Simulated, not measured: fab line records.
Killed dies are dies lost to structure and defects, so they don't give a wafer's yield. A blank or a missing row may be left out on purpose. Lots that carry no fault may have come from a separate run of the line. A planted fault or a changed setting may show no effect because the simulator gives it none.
Chamber matching    flow nand harc    NHARC_A_WL_FILL_STRIP_29 on rie diel-12: 4 sister chambers
The step strips in O2, time 20 s. 4 wafers are shown with their chamber, then 8 later ones without.

== WAFERS WITH THEIR CHAMBER ==
wafer   chamber  drypump motor current A (A)
L082.3  2        5.70
L088.1  0        5.48
L088.4  1        5.71
L093.1  3        5.74

== WAFERS MISSING THEIR CHAMBER ==
wafer   drypump motor current A (A)
L093.2  5.72
L093.4  5.64
L094.2  5.73
L094.4  5.65
L094.5  5.73
L096.2  5.49
L096.3  5.68
L096.5  5.65

== WHICH CHAMBER EACH WENT THROUGH ==
wafer   from the rows above           in truth
L093.2  can't be placed: 1 or 2 or 3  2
L093.4  can't be placed: 2 or 1 or 3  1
L094.2  can't be placed: 3 or 1 or 2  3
L094.4  can't be placed: 2 or 1 or 3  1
L094.5  can't be placed: 3 or 1 or 2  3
L096.2  0                             0
L096.3  can't be placed: 2 or 1 or 3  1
L096.5  can't be placed: 2 or 1 or 3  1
Correctly placed: 1 of 8. These rows do not allow placing 7 (true chamber among the candidates in 7). Placed wrongly: 0.
How it was worked out, from the rows above alone: a wafer's distance from a chamber is the root of the sum, over the readings, of the square of ((its reading less the chamber's mean) divided by the reading's scatter). The wafer belongs to the nearest chamber; if the next one is less than 2 further off, it can't be placed. The mean given for a chamber averages the wafers shown for that chamber. The scatter: with one shown wafer a chamber, the root of the mean of the squares of how far each hidden wafer lies from its nearest shown one.
